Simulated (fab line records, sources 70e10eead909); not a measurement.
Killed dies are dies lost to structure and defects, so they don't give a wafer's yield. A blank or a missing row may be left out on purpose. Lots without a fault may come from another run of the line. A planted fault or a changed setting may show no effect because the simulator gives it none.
fab line records | flow nand_harc
record lots=24 wafers=72 last_day=34
route steps=1302 shown A_STAIRCASE@856 A_SLIT@943 A_WL_FILL@956
lots that met no fault: from a run of the same line without faults
start_h: hours from the record's first day to the start of the lot's first wafer shown | wait_h: hours since the lot's step before | " the same as in the row above | L1.1+2: a row that stands for several wafers | - no value, or no start given | * or withheld: withheld | < > ~ a bound
route shown NAME@n: a module of which the file shows steps, and the number in the route of the first | usual: mean/standard deviation of fault-free wafers | same: alike in all rows | chamber/n: place in a boat | sites: the reading at each site | _std_site: their standard deviation | _edge_site: outer sites' mean less inner sites' | radius_mm: how far each site lies from the wafer's centre | mask NAME#n: copy n | behind: the tool/chamber that last shaped the wafer | hold: why the lot was held/for how many hours/how that ended | device: the transistor (n, p or np) that didn't switch | end of line: the same wafers' tests at the end of the route | a step without rows: its recipe alone | killed: dies lost to structure and defects at the first sort, not the wafer's yield | map: a wafer's dies, x killed, . not, _ none there
set.NAME: the setting as run; set.NAME@STEP: as run at that earlier step | model.NAME: the simulator's own value behind a step, which no gauge read
steps of the route over a sample of lots; a table a step, a row a wafer
services: from which hour (start_h, from the record's first day; less than 0 if before it) a tool's chamber was out of use, for how many hours, and why
## steps
# step NHARC_A_STAIRCASE_DEP_325
# recipe target_thk_a=72000 temp_c=400 target_thk_nm=7200 teos_flow_sccm=200 rf_w=500 material=SiO2
# usual heater_power_outer_w=361/53 heater_power_w=637/62
# columns lot.wafer tool chamber start_h wait_h heater_power_outer_w heater_power_w
L074.2 pecvd-03 1 411.46 0.5 417 691
L074.1 " 0 " " 384 639
L074.5 " 2 " " 291 607
L075.4 pecvd-01 0 429.32 0.3 326 561
L075.6 " 1 " " 321 564
L075.5 " 2 " " 339 574
L077.1 pecvd-02 2 441.70 0.2 298 600
L077.5 " 2 " " 290 566
L077.4 " 0 " " 305 567
L076.3 pecvd-01 1 441.77 0.3 329 565
L076.4 " 2 " " 345 580
L076.6 " 1 " " 317 560
L078.4 pecvd-03 1 461.15 0.4 355 603
L078.5 " 2 " " 288 594
L078.6 " 0 " " 342 614
L079.1 pecvd-02 1 468.44 0.1 476 765
L079.5 " 2 " " 282 591
L079.4 " 0 " " 305 575
L080.3 pecvd-02 2 483.92 0.1 301 600
L080.6 " 2 " " 293 570
L080.4 " 1 " " 368 623
L081.3 pecvd-01 1 483.94 0.1 373 630
L081.2 " 0 " " 345 578
L081.6 " 2 " " 340 582
L082.1 pecvd-02 2 506.38 0.1 395 716
L082.3 " 1 " " 445 707
L082.5 " 2 " " 285 578
L083.1 pecvd-03 1 516.83 0.1 386 646
L083.2 " 0 " " 329 602
L083.6 " 2 " " 293 588
L084.3 pecvd-02 0 516.83 0.1 395 693
L084.2 " 2 " " 378 696
L084.4 " 0 " " 294 570
L086.1 pecvd-02 0 535.64 0.1 317 607
L086.5 " 1 " " 381 622
L086.6 " 2 " " 288 572
L085.1 pecvd-01 2 535.73 0.2 446 745
L085.2 " 0 " " 439 708
L085.4 " 1 " " 315 569
L087.1 pecvd-02 0 559.42 0.3 338 653
L087.6 " 2 " " 289 575
L087.5 " 0 " " 307 564
L088.3 pecvd-01 1 559.47 0.3 417 702
L088.6 " 2 " " 372 618
L088.5 " 0 " " 342 575
L089.2 pecvd-02 1 567.07 0.1 456 736
L089.3 " 2 " " 345 676
L089.5 " 0 " " 304 582
L090.1 pecvd-03 0 581.69 0.1 453 752
L090.2 " 1 " " 372 645
L090.5 " 2 " " 285 563
L091.2 pecvd-01 2 587.54 0.1 441 762
L091.4 " 0 " " 339 589
L091.5 " 1 " " 312 570
L092.2 pecvd-03 2 594.13 0.1 364 660
L092.1 " 0 " " 468 762
L092.3 " 1 " " 460 754
L093.1 pecvd-01 0 594.33 0.3 439 711
L093.6 " 1 " " 312 576
L093.4 " 0 " " 327 573
L094.3 pecvd-03 0 618.49 0.1 466 776
L094.4 " 0 " " 353 630
L094.5 " 1 " " 353 618
L095.2 pecvd-02 2 636.10 0.1 360 670
L095.4 " 0 " " 307 593
L095.6 " 1 " " 372 625
L096.2 pecvd-02 1 647.83 0.4 440 700
L096.4 " 1 " " 390 633
L096.6 " 0 " " 304 590
L097.4 pecvd-01 1 655.17 0.4 319 581
L097.6 " 2 " " 375 634
L097.5 " 0 " " 341 582
# step NHARC_A_STAIRCASE_STRIP_446
# recipe power_w=1500 temp_c=250 chemistry=O2
# usual drypump_motor_current_A=5.8/0.41 heater_power_w=331/21
# columns lot.wafer tool chamber start_h wait_h drypump_motor_current_A heater_power_w rf_hours_counter_h
L074.1 plasma_asher-01 0 427.24 0.5 5.8 350 17
L074.2 " 1 " " 5.2 354 17
L074.5 " 1 " " 5.2 351 -
L075.4 plasma_asher-01 0 445.59 0.1 5.8 359 -
L075.6 " 0 " " 5.8 348 -
L075.5 " 1 " " 5.2 357 -
L076.4 plasma_asher-01 0 454.71 0.1 5.8 349 -
L076.3 " 1 " " 5.2 355 -
L076.6 " 1 " " 5.2 358 -
L077.1 plasma_asher-02 1 454.79 0.1 6.3 302 4
L077.4 " 1 " " 6.3 321 -
L077.5 " 0 " " 6.0 306 -
L078.4 plasma_asher-01 0 474.10 0.2 5.8 357 -
L078.6 " 1 " " 5.2 347 -
L078.5 " 0 " " 5.8 361 -
L079.1 plasma_asher-01 1 482.47 0.0 5.2 354 29
L079.4 " 1 " " 5.2 359 -
L079.5 " 1 " " 5.2 347 -
L080.4 plasma_asher-01 0 498.76 0.1 5.8 341 -
L080.3 " 1 " " 5.2 356 -
L080.6 " 1 " " 5.2 352 -
L081.2 plasma_asher-02 0 499.50 0.1 6.0 308 13
L081.3 " 1 " " 6.3 314 -
L081.6 " 0 " " 6.0 309 -
L082.1 plasma_asher-02 1 521.03 0.1 6.3 313 19
L082.3 " 0 " " 6.0 307 -
L082.5 " 0 " " 6.0 309 -
L084.2 plasma_asher-01 0 528.98 0.0 5.8 331 0
L084.3 " 0 " " 5.8 332 -
L084.4 " 1 " " 5.2 350 -
L083.1 plasma_asher-02 0 529.15 0.0 6.0 293 21
L083.2 " 1 " " 6.3 315 21
L083.6 " 1 " " 6.3 311 -
L086.1 plasma_asher-02 0 551.43 0.0 6.0 309 27
L086.5 " 0 " " 6.0 307 -
L086.6 " 1 " " 6.3 303 -
L085.1 plasma_asher-01 1 551.60 0.0 5.2 351 5
L085.2 " 0 " " 5.8 333 5
L085.4 " 0 " " 5.8 336 -
L088.3 plasma_asher-01 0 575.69 0.1 5.8 343 -
L088.6 " 0 " " 5.8 339 -
L088.5 " 1 " " 5.2 353 -
L087.1 plasma_asher-02 0 576.25 0.0 6.0 299 31
L087.5 " 0 " " 6.0 312 -
L087.6 " 1 " " 6.3 319 -
L089.2 plasma_asher-02 0 580.98 0.1 6.0 306 31
L089.3 " 1 " " 6.3 308 -
L089.5 " 0 " " 6.0 305 -
L090.2 plasma_asher-02 0 597.05 0.0 6.0 306 35
L090.1 " 1 " " 6.3 307 35
L090.5 " 1 " " 6.3 308 -
L091.2 plasma_asher-01 1 597.16 0.1 5.2 347 15
L091.4 " 0 " " 5.8 347 -
L091.5 " 0 " " 5.8 327 -
L093.1 plasma_asher-01 0 606.80 0.5 5.8 338 17
L093.4 " 0 " " 5.8 326 -
L093.6 " 0 " " 5.8 336 -
L092.2 plasma_asher-01 1 607.09 0.3 5.2 354 17
L092.1 " 0 " " 5.8 335 17
L092.3 " 1 " " 5.2 349 -
L094.3 plasma_asher-02 0 631.69 0.1 6.0 311 -
L094.4 " 1 " " 6.3 313 -
L094.5 " 1 " " 6.3 311 -
L095.2 plasma_asher-02 1 648.79 0.0 6.3 319 9
L095.4 " 0 " " 6.0 312 -
L095.6 " 0 " " 6.0 325 -
L096.2 plasma_asher-01 0 661.49 0.1 5.8 335 27
L096.4 " 0 " " 5.8 341 -
L096.6 " 1 " " 5.2 352 -
L097.4 plasma_asher-02 1 668.90 0.2 6.3 309 -
L097.5 " 0 " " 6.0 315 -
L097.6 " 1 " " 6.3 305 -
# step NHARC_A_STAIRCASE_STRIP_475
# recipe time_s=20 o2_flow_sccm=500 ar_flow_sccm=0 bias_w=0 chemistry=O2
# usual drypump_motor_current_A=5.80/0.26 o2_flow_sccm=499.9/1.5 oes_product_au=1.000/0.0099 rf_vpp_V=57.9/0.89 showerhead_plenum_p_Torr=3.58/0.13 throttle_valve_pct=17.035/0.0092
# columns lot.wafer tool chamber start_h wait_h drypump_motor_current_A o2_flow_sccm oes_product_au rf_hours_counter_h rf_vpp_V showerhead_plenum_p_Torr throttle_valve_pct
L074.1 rie_diel-02 1 - - 5.62 498.9 0.985 11 57.2 3.36 17.024
L074.2 " 2 " " 5.80 501.8 0.990 10 56.2 3.44 17.043
L074.5 " 0 " " 6.14 502.0 0.994 - 58.0 3.73 17.038
L075.4 rie_diel-09 0 - - 5.98 498.0 1.008 42 57.9 3.64 17.039
L075.5 " 0 " " 5.97 498.1 1.015 - 56.2 3.64 17.030
L075.6 " 1 " " 5.86 497.1 1.003 - 57.7 3.43 17.027
L076.4 rie_diel-02 2 - - 5.78 502.1 0.994 16 57.9 3.44 17.040
L076.3 " 3 " " 5.26 501.8 0.994 15 58.5 3.65 17.027
L076.6 " 0 " " 6.14 500.5 1.001 - 58.8 3.73 17.043
L077.1 rie_diel-12 2 457.06 0.6 5.64 500.4 1.006 1 56.2 3.61 17.038
L077.4 " 2 " " 5.65 500.7 1.001 - 58.9 3.61 17.034
L077.5 " 3 " " 5.89 499.3 0.993 - 58.9 3.81 17.026
L078.4 rie_diel-02 3 - - 5.28 502.3 1.011 21 59.2 3.64 17.040
L078.6 " 3 " " 5.27 502.0 0.996 - 55.7 3.64 17.047
L078.5 " 0 " " 6.13 498.1 1.012 - 58.2 3.73 17.028
L079.1 rie_diel-09 3 484.43 0.2 5.85 499.0 1.006 58 57.4 3.74 17.032
L079.5 " 1 " " 5.90 503.3 1.007 - 57.1 3.43 17.058
L079.4 " 0 " " 5.98 499.9 1.004 - 56.1 3.63 17.032
L080.3 rie_diel-02 2 - - 5.77 499.7 0.990 31 58.1 3.43 17.049
L080.4 " 3 " " 5.26 499.7 1.012 31 58.1 3.64 17.016
L080.6 " 2 " " 5.79 500.0 1.001 - 57.9 3.43 17.054
L081.3 rie_diel-12 0 - - 5.70 499.0 0.996 14 57.9 3.55 17.043
L081.2 " 1 " " 5.88 499.6 0.997 17 60.0 3.56 17.032
L081.6 " 1 " " 5.86 497.2 1.002 - 58.1 3.56 17.030
L082.3 rie_diel-02 2 - - 5.77 498.6 0.992 38 58.3 3.42 17.030
L082.1 " 1 " " 5.60 499.7 1.008 44 58.1 3.35 17.033
L082.5 " 2 " " 5.80 499.2 1.002 - 58.0 3.43 17.026
L084.4 rie_diel-02 0 - - 6.14 499.9 1.009 46 59.2 3.71 17.050
L084.3 " 1 " " 5.66 501.0 0.991 47 58.9 3.34 17.041
L084.2 " 3 " " 5.27 501.3 1.003 40 59.6 3.63 17.040
L083.1 rie_diel-02 1 - - 5.63 500.6 0.995 47 56.0 3.34 17.040
L083.2 " 3 " " 5.27 500.3 1.004 40 58.2 3.63 17.047
L083.6 " 2 " " 5.78 499.5 1.012 - 58.4 3.42 17.034
L086.1 rie_diel-02 1 - - 5.65 499.2 0.986 55 57.7 3.34 17.021
L086.6 " 3 " " 5.27 501.8 0.991 - 56.8 3.63 17.030
L086.5 " 0 " " 6.16 500.5 1.001 - 58.8 3.71 17.041
L085.4 rie_diel-09 1 - - 5.92 498.8 0.999 17 55.8 3.42 17.032
L085.1 " 2 " " 6.45 500.2 0.994 15 59.2 3.52 17.040
L085.2 " 3 " " 5.87 500.1 1.013 16 59.4 3.73 17.027
L088.3 rie_diel-12 3 578.67 0.4 5.89 500.4 0.981 41 57.9 3.78 17.039
L088.5 " 2 " " 5.65 498.7 0.990 - 58.6 3.59 17.049
L088.6 " 3 " " 5.89 499.9 0.989 - 58.6 3.78 17.024
L087.1 rie_diel-12 2 579.17 0.3 5.68 497.8 1.007 43 57.2 3.59 17.038
L087.5 " 3 " " 5.90 497.8 0.978 - 58.8 3.78 17.022
L087.6 " 0 " " 5.71 500.6 0.997 - 57.3 3.53 17.033
L089.2 rie_diel-12 0 582.89 0.2 5.71 501.2 0.999 46 58.1 3.53 17.041
L089.3 " 3 " " 5.90 502.4 0.978 43 58.3 3.78 17.046
L089.5 " 3 " " 5.90 505.2 0.978 - 57.7 3.78 17.048
L090.1 rie_diel-09 0 - - 5.98 497.0 0.997 25 57.0 3.62 17.035
L090.2 " 2 " " 6.52 499.8 1.005 29 57.3 3.51 17.030
L090.5 " 0 " " 5.95 499.8 1.003 - 57.9 3.62 17.031
L091.2 rie_diel-12 2 - - 5.65 497.0 1.005 53 58.2 3.58 17.036
L091.4 " 1 " " 5.87 497.3 1.010 50 57.1 3.54 17.024
L091.5 " 3 " " 5.89 500.0 0.990 - 58.5 3.78 17.030
L093.4 rie_diel-12 3 - - 5.89 498.5 0.988 54 57.7 3.78 17.035
L093.1 " 0 " " 5.74 498.8 0.998 58 57.6 3.52 17.030
L093.6 " 3 " " 5.88 500.0 0.974 - 58.7 3.78 17.026
L092.1 rie_diel-12 0 - - 5.70 500.1 0.995 58 58.5 3.52 17.029
L092.3 " 1 " " 5.85 496.9 1.009 55 57.9 3.54 17.030
L092.2 " 2 " " 5.68 501.0 1.014 57 58.8 3.58 17.033
L094.4 rie_diel-12 2 - - 5.65 499.8 0.989 0 56.8 3.58 17.041
L094.3 " 3 " " 5.90 498.6 0.974 0 59.4 3.77 17.048
L094.5 " 3 " " 5.89 498.9 0.982 - 57.8 3.77 17.026
L095.4 rie_diel-02 1 - - 5.64 500.1 1.008 24 57.7 3.32 17.043
L095.2 " 2 " " 5.81 502.0 1.015 27 59.0 3.40 17.022
L095.6 " 0 " " 6.12 501.2 1.004 - 59.9 3.70 17.029
L096.2 rie_diel-09 1 - - 5.88 499.3 1.015 51 56.4 3.40 17.033
L096.4 " 3 " " 5.85 501.1 1.005 53 58.7 3.71 17.033
L096.6 " 1 " " 5.86 500.0 1.002 - 57.2 3.40 17.024
L097.4 rie_diel-12 2 - - 5.64 499.5 1.000 16 58.3 3.57 17.038
L097.5 " 0 " " 5.70 501.0 0.986 - 57.3 3.51 17.030
L097.6 " 1 " " 5.85 501.6 1.021 - 59.4 3.53 17.039
# step NHARC_A_STAIRCASE_INSPECT_155
# usual raw_defect_count=410/110
# columns lot.wafer tool chamber start_h wait_h raw_defect_count
L074.1 defect_inspect-02 - 429.84 0.1 570
L074.2 " - " " 503
L074.5 " - " " 498
L075.4 defect_inspect-01 - 448.08 0.1 369
L075.5 " - " " 515
L075.6 " - " " 380
L076.3 defect_inspect-01 - 457.25 0.1 357
L076.4 " - " " 279
L076.6 " - " " 539
L077.1 defect_inspect-01 - 457.77 0.1 359
L077.4 " - " " 463
L077.5 " - " " 362
L078.4 defect_inspect-02 - 476.55 0.1 427
L078.5 " - " " 437
L078.6 " - " " 530
L079.1 defect_inspect-02 - 485.14 0.1 443
L079.4 " - " " 325
L079.5 " - " " 346
L080.3 defect_inspect-02 - 501.39 0.1 541
L080.4 " - " " 734
L080.6 " - " " 813
L081.2 defect_inspect-01 - 502.06 0.1 599
L081.3 " - " " 374
L081.6 " - " " 643
L082.1 defect_inspect-01 - 523.57 0.1 570
L082.3 " - " " 488
L082.5 " - " " 471
L084.2 defect_inspect-02 - 532.60 0.1 269
L084.3 " - " " 376
L084.4 " - " " 393
L083.1 defect_inspect-02 - 532.75 0.1 421
L083.2 " - " " 466
L083.6 " - " " 494
L086.1 defect_inspect-02 - 554.05 0.1 399
L086.5 " - " " 298
L086.6 " - " " 375
L085.1 defect_inspect-01 - 554.28 0.1 314
L085.2 " - " " 212
L085.4 " - " " 251
L088.3 defect_inspect-02 - 579.39 0.1 250
L088.5 " - " " 379
L088.6 " - " " 377
L087.1 defect_inspect-01 - 579.88 0.1 282
L087.5 " - " " 413
L087.6 " - " " 489
L089.2 defect_inspect-02 - 583.60 0.1 497
L089.3 " - " " 470
L089.5 " - " " 348
L090.1 defect_inspect-02 - 599.65 0.1 460
L090.2 " - " " 385
L090.5 " - " " 596
L091.2 defect_inspect-01 - 599.70 0.1 235
L091.4 " - " " 351
L091.5 " - " " 429
L093.1 defect_inspect-01 - 609.42 0.1 336
L093.4 " - " " 360
L093.6 " - " " 323
L092.1 defect_inspect-01 - 609.84 0.1 238
L092.2 " - " " 367
L092.3 " - " " 289
L094.3 defect_inspect-02 - 634.19 0.1 286
L094.4 " - " " 261
L094.5 " - " " 309
L095.2 defect_inspect-02 - 651.46 0.1 231
L095.4 " - " " 242
L095.6 " - " " 291
L096.2 defect_inspect-01 - 664.04 0.1 436
L096.4 " - " " 475
L096.6 " - " " 413
L097.4 defect_inspect-02 - 671.37 0.1 656
L097.5 " - " " 666
L097.6 " - " " 522
# step NHARC_A_SLIT_STRIP_18
# recipe o2_flow_sccm=500 ar_flow_sccm=0 bias_w=0 chemistry=O2
# usual drypump_motor_current_A=5.8/0.43 o2_flow_sccm=500.0/1.2 oes_product_au=0.999/0.0099 rf_vpp_V=57.8/0.94 showerhead_plenum_p_Torr=3.52/0.14 throttle_valve_pct=17.036/0.0096
# columns lot.wafer tool chamber start_h wait_h drypump_motor_current_A o2_flow_sccm oes_product_au rf_hours_counter_h rf_vpp_V showerhead_plenum_p_Torr throttle_valve_pct
L074.1 rie_diel-10 3 - - 5.4 502.4 0.996 1.8 58.8 3.63 17.034
L074.2 " 1 " " 5.7 497.4 0.992 1.8 56.8 3.36 17.033
L074.5 " 2 " " 6.1 499.8 0.997 - 57.8 3.61 17.039
L075.4 rie_diel-06 2 - - 5.7 498.4 0.992 7.8 57.4 3.59 17.046
L075.5 " 2 " " 5.7 500.6 0.990 - 58.8 3.59 17.034
L075.6 " 3 " " 5.4 498.6 0.971 - 58.0 3.30 17.045
L076.3 rie_diel-10 2 - - 6.1 497.8 1.014 2.0 57.5 3.61 17.031
L076.4 " 1 " " 5.6 499.5 1.001 3.2 56.8 3.36 17.022
L076.6 " 2 " " 6.1 499.1 1.016 - 58.5 3.61 17.033
L077.1 rie_diel-10 0 - - 6.0 501.0 0.993 3.3 57.7 3.32 17.039
L077.4 " 1 " " 5.6 500.7 1.002 3.3 57.4 3.36 17.041
L077.5 " 0 " " 6.0 500.2 1.005 - 56.9 3.32 17.043
L078.4 rie_diel-01 1 - - 6.6 499.4 1.013 5.1 59.5 3.75 17.059
L078.5 " 0 " " 6.1 499.9 0.987 - 56.5 3.52 17.027
L078.6 " 1 " " 6.6 499.2 1.015 - 56.0 3.75 17.030
L079.4 rie_diel-06 0 - - 5.7 500.5 0.998 1.1 55.6 3.48 17.043
L079.1 " 2 " " 5.7 499.2 1.004 0.7 58.8 3.59 17.020
L079.5 " 1 " " 6.3 498.3 1.005 - 58.5 3.33 17.037
L080.4 rie_diel-10 0 - - 6.0 500.5 0.997 4.1 57.7 3.32 17.041
L080.3 " 1 " " 5.7 498.1 0.990 4.3 58.6 3.36 17.027
L080.6 " 0 " " 6.0 498.5 1.001 - 56.8 3.32 17.049
L081.2 rie_diel-06 2 - - 5.7 496.3 0.999 2.5 56.9 3.59 17.033
L081.3 " 0 " " 5.8 498.9 1.010 2.7 57.8 3.48 17.033
L081.6 " 2 " " 5.7 500.1 1.003 - 57.2 3.59 17.036
L082.3 rie_diel-01 0 - - 6.1 501.7 0.989 6.8 57.8 3.52 17.037
L082.1 " 2 " " 5.6 499.1 1.005 7.1 57.3 3.66 17.039
L082.5 " 0 " " 6.1 500.2 0.990 - 57.8 3.52 17.049
L084.4 rie_diel-01 3 - - 5.0 499.5 1.001 7.4 58.3 3.57 17.019
L084.3 " 0 " " 6.1 499.4 0.984 7.0 58.0 3.52 17.008
L084.2 " 1 " " 6.6 499.2 1.005 8.2 58.8 3.75 17.027
L083.1 rie_diel-01 3 - - 5.0 501.2 1.002 7.9 57.8 3.57 17.039
L083.2 " 2 " " 5.5 500.9 1.011 7.7 57.1 3.66 17.036
L083.6 " 0 " " 6.1 500.9 0.991 - 59.0 3.52 17.031
L086.1 rie_diel-06 1 - - 6.3 499.1 1.001 6.2 57.1 3.32 17.041
L086.5 " 1 " " 6.3 497.9 0.994 - 57.4 3.32 17.035
L086.6 " 2 " " 5.7 500.3 0.994 - 58.2 3.59 17.031
L085.2 rie_diel-01 1 - - 6.6 502.5 0.996 1.7 59.1 3.75 17.050
L085.4 " 3 " " 5.0 499.8 1.012 1.2 59.1 3.57 17.037
L085.1 " 0 " " 6.1 498.4 0.983 1.2 56.1 3.52 17.031
L087.1 rie_diel-01 0 - - 6.1 498.8 0.996 2.7 57.3 3.52 17.040
L087.5 " 0 " " 6.1 498.4 1.000 - 56.6 3.52 17.027
L087.6 " 1 " " 6.6 499.1 0.995 - 57.2 3.74 17.050
L088.3 rie_diel-01 1 - - 6.6 498.1 0.997 3.4 58.2 3.74 17.031
L088.5 " 0 " " 6.1 501.7 0.987 - 58.2 3.52 17.039
L088.6 " 1 " " 6.6 497.6 0.985 - 58.5 3.74 17.025
L089.3 rie_diel-06 3 - - 5.4 501.0 1.004 7.2 55.7 3.29 17.033
L089.2 " 0 " " 5.7 501.3 1.008 7.2 57.7 3.48 17.045
L089.5 " 0 " " 5.7 501.2 1.015 - 60.2 3.48 17.027
L090.2 rie_diel-06 2 - - 5.7 499.9 1.022 8.4 58.6 3.59 17.037
L090.1 " 3 " " 5.4 501.0 0.997 8.3 57.0 3.29 17.034
L090.5 " 3 " " 5.4 500.8 0.999 - 54.9 3.29 17.019
L091.4 rie_diel-10 2 - - 6.1 501.2 1.014 0.7 58.7 3.61 17.045
L091.2 " 0 " " 6.0 499.6 0.989 0.8 57.2 3.32 17.030
L091.5 " 1 " " 5.6 499.5 0.984 - 57.6 3.36 17.026
L092.3 rie_diel-06 0 - - 5.7 500.4 1.010 8.8 58.0 3.48 17.036
L092.2 " 1 " " 6.3 500.6 1.004 9.1 56.5 3.32 17.025
L092.1 " 2 " " 5.7 501.2 1.006 9.5 59.6 3.59 17.046
L093.4 rie_diel-10 2 - - 6.2 498.7 1.008 1.3 58.0 3.61 17.039
L093.1 " 1 " " 5.6 498.9 0.990 1.7 57.9 3.36 17.035
L093.6 " 2 " " 6.1 499.2 1.004 - 58.3 3.61 17.035
L094.4 rie_diel-01 0 - - 6.1 498.7 0.993 5.5 57.5 3.52 17.046
L094.3 " 2 " " 5.6 498.2 0.993 6.7 59.1 3.66 17.026
L094.5 " 0 " " 6.1 500.9 0.980 - 56.6 3.52 17.032
L095.2 rie_diel-01 1 - - 6.5 500.1 0.983 7.3 58.3 3.74 17.022
L095.4 " 3 " " 5.0 500.6 1.009 6.0 57.3 3.57 17.029
L095.6 " 0 " " 6.1 499.2 0.982 - 58.2 3.52 17.037
L096.2 rie_diel-10 2 - - 6.1 500.4 1.003 4.1 58.3 3.60 17.052
L096.4 " 3 " " 5.4 500.5 0.995 5.7 58.0 3.62 17.025
L096.6 " 1 " " 5.7 501.9 0.995 - 57.6 3.36 17.020
L097.4 rie_diel-06 1 - - 6.2 496.5 0.996 2.9 58.1 3.32 17.045
L097.5 " 3 " " 5.4 500.2 1.002 - 57.3 3.29 17.036
L097.6 " 0 " " 5.7 499.0 1.001 - 57.9 3.48 17.049
# step NHARC_A_WL_FILL_CVD_03
# recipe target_thk_a=400 temp_c=300 pressure_torr=40 wf6_flow_sccm=40 h2_flow_sccm=1600 ar_flow_sccm=1560 time_s=279 material=W
# usual heater_power_outer_w=262/25 heater_power_w=470/37 mfc_wf6_sccm=40.00/0.12 throttle_valve_pct=7.91/0.24
# columns lot.wafer tool chamber start_h wait_h heater_power_outer_w heater_power_w mfc_wf6_sccm throttle_valve_pct
L074.2 cvd_w-02 1 463.37 0.1 237 446 39.79 7.97
L074.1 " 0 " " 246 450 40.16 7.54
L074.5 " 0 " " 246 451 40.01 7.95
L075.4 cvd_w-02 0 475.06 0.2 240 459 39.59 7.80
L075.6 " 1 " " 242 449 39.97 8.17
L075.5 " 0 " " 244 453 39.81 7.88
L076.4 cvd_w-02 0 484.56 0.2 250 452 40.04 7.74
L076.3 " 1 " " 242 445 39.87 8.13
L076.6 " 0 " " 244 448 40.05 7.71
L077.1 cvd_w-01 0 487.90 0.1 252 433 39.88 7.63
L077.4 " 1 " " 316 551 40.02 7.64
L077.5 " 1 " " 312 545 40.07 7.81
L078.4 cvd_w-02 1 508.32 0.2 238 455 40.22 7.92
L078.5 " 0 " " 242 464 39.99 7.76
L078.6 " 1 " " 236 442 40.06 8.09
L079.1 cvd_w-01 1 515.87 0.1 309 541 39.94 8.01
L079.4 " 1 " " 309 546 40.11 7.69
L079.5 " 0 " " 253 437 39.85 7.24
L080.3 cvd_w-02 0 531.47 0.2 245 449 39.75 7.88
L080.4 " 1 " " 239 444 39.99 8.33
L080.6 " 1 " " 241 452 40.12 8.20
L081.2 cvd_w-01 1 531.62 0.1 311 550 39.98 8.05
L081.3 " 1 " " 312 553 39.95 7.82
L081.6 " 1 " " 320 549 40.00 7.78
L082.1 cvd_w-02 1 550.21 0.1 240 450 40.04 7.87
L082.3 " 0 " " 251 459 40.19 7.64
L082.5 " 1 " " 241 430 39.91 8.25
L084.2 cvd_w-02 1 559.34 0.1 242 444 40.12 7.92
L084.3 " 1 " " 240 451 39.92 8.12
L084.4 " 0 " " 243 458 40.23 7.87
L083.2 cvd_w-02 0 564.70 0.1 245 456 40.00 8.03
L083.1 " 1 " " 238 436 39.92 8.15
L083.6 " 1 " " 240 452 39.88 8.22
L086.1 cvd_w-02 1 583.60 0.1 243 461 40.30 8.00
L086.5 " 1 " " 237 440 40.13 8.07
L086.6 " 0 " " 248 459 40.11 7.93
L085.1 cvd_w-01 1 583.86 0.3 303 531 40.03 7.95
L085.2 " 0 " " 267 452 40.06 7.62
L085.4 " 0 " " 268 443 40.05 7.90
L087.1 cvd_w-02 1 609.57 0.1 235 465 39.98 8.13
L087.6 " 0 " " 254 463 39.97 7.82
L087.5 " 1 " " 239 458 39.93 8.07
L089.2 cvd_w-01 1 613.96 0.1 301 533 39.82 7.80
L089.3 " 0 " " 267 457 40.00 7.71
L089.5 " 0 " " 266 448 39.90 7.78
L088.3 cvd_w-02 1 614.22 0.2 245 445 39.93 8.49
L088.5 " 1 " " 237 455 40.10 8.12
L088.6 " 0 " " 250 463 40.06 7.79
L090.2 cvd_w-01 1 628.80 0.1 302 524 39.82 7.91
L090.1 " 0 " " 272 453 40.08 7.61
L090.5 " 1 " " 298 523 39.94 7.94
L091.2 cvd_w-01 1 631.31 0.1 302 533 39.96 7.78
L091.4 " 1 " " 294 536 40.03 7.73
L091.5 " 0 " " 267 451 40.09 7.97
L093.1 cvd_w-01 0 639.84 0.1 262 450 39.99 7.30
L093.4 " 1 " " 295 527 40.04 7.79
L093.6 " 1 " " 305 522 40.02 7.77
L092.1 cvd_w-01 0 640.09 0.3 271 450 39.93 8.12
L092.2 " 1 " " 303 509 40.25 8.10
L092.3 " 0 " " 272 452 40.00 7.88
L094.4 cvd_w-01 1 661.92 0.2 305 523 40.08 8.00
L094.3 " 0 " " 268 444 40.01 7.56
L094.5 " 0 " " 268 454 39.88 7.62
L095.2 cvd_w-02 1 682.77 0.1 227 426 40.08 8.53
L095.4 " 1 " " 226 430 39.91 8.05
L095.6 " 1 " " 231 417 40.12 8.32
L096.2 cvd_w-01 0 693.34 0.1 278 453 39.94 7.98
L096.4 " 1 " " 298 530 39.96 8.23
L096.6 " 0 " " 273 459 40.12 7.80
L097.4 cvd_w-02 0 707.87 0.2 266 494 39.88 8.36
L097.6 " 0 " " 274 493 39.85 8.21
L097.5 " 1 " " 226 431 39.91 8.39
## services
# columns tool chamber start_h hours kind
cvd_w-01 - 391.74 2.3 repair
rie_diel-02 - 393.85 9.0 pm
pecvd-02 - 408.00 13.0 pm
plasma_asher-02 - 426.00 9.0 pm
rie_diel-12 - 445.96 9.0 pm
cvd_w-02 - 450.11 13.0 pm
pecvd-02 - 455.62 4.2 repair
plasma_asher-01 - 464.71 2.0 repair
rie_diel-12 2 474.63 9.5 repair
plasma_asher-01 - 519.75 9.0 pm
cvd_w-01 - 547.00 13.0 pm
plasma_asher-02 - 561.50 2.7 repair
pecvd-02 - 576.44 1.1 repair
pecvd-02 - 589.00 13.0 pm
plasma_asher-02 - 603.00 9.0 pm
rie_diel-12 - 622.96 9.0 pm
plasma_asher-02 - 625.95 2.9 repair
cvd_w-02 - 631.24 13.0 pm
plasma_asher-02 - 638.82 0.6 repair
cvd_w-01 - 646.83 5.2 repair
plasma_asher-02 - 663.13 3.3 repair
rie_diel-12 0 679.56 14.0 repair
pecvd-02 1 692.05 69.3 repair
plasma_asher-01 - 696.75 9.0 pm
## key
fault none
